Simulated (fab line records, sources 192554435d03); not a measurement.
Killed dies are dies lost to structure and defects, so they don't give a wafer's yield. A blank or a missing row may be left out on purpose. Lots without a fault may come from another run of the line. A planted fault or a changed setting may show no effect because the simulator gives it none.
Chamber matching | flow n5_finfet | N5_FIN_SAQP_ETCH_69 on rie_diel-02: 4 sister chambers
The step etches SOC in N2/H2, stops on SiNx, target depth 150 nm. 4 wafers are shown with their chamber, then 8 later ones without.

WAFERS WITH THEIR CHAMBER
wafer  | chamber | drypump_motor_current_A (A)
L086.5 | 0       | 5.8
L089.4 | 1       | 5.6
L089.5 | 3       | 4.7
L090.1 | 2       | 5.8

WAFERS WITHOUT THEIR CHAMBER
wafer  | drypump_motor_current_A (A)
L090.2 | 5.6
L090.3 | 4.7
L090.4 | 5.8
L090.5 | 5.8
L090.6 | 5.6
L091.1 | 5.8
L091.4 | 5.6
L091.5 | 4.8

WHICH CHAMBER EACH WENT THROUGH
wafer  | from the rows above     | in truth
L090.2 | 1                       | 1
L090.3 | 3                       | 3
L090.4 | can't be placed: 0 or 2 | 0
L090.5 | can't be placed: 0 or 2 | 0
L090.6 | 1                       | 1
L091.1 | can't be placed: 0 or 2 | 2
L091.4 | 1                       | 1
L091.5 | 3                       | 3
Placed correctly: 5 of 8. Can't be placed from these rows: 3 (the true chamber is among the candidates in 3). Placed wrongly: 0.
How it was worked out, from the rows above alone: a wafer's distance from a chamber is the root of the sum, over the readings, of the square of ((its reading less the chamber's mean) divided by the reading's scatter). The wafer belongs to the nearest chamber; if the next one is less than 2 further off, it can't be placed. A chamber's mean is the mean of its shown wafers. The scatter: with one shown wafer a chamber, the root of the mean of the squares of how far each hidden wafer lies from its nearest shown one.
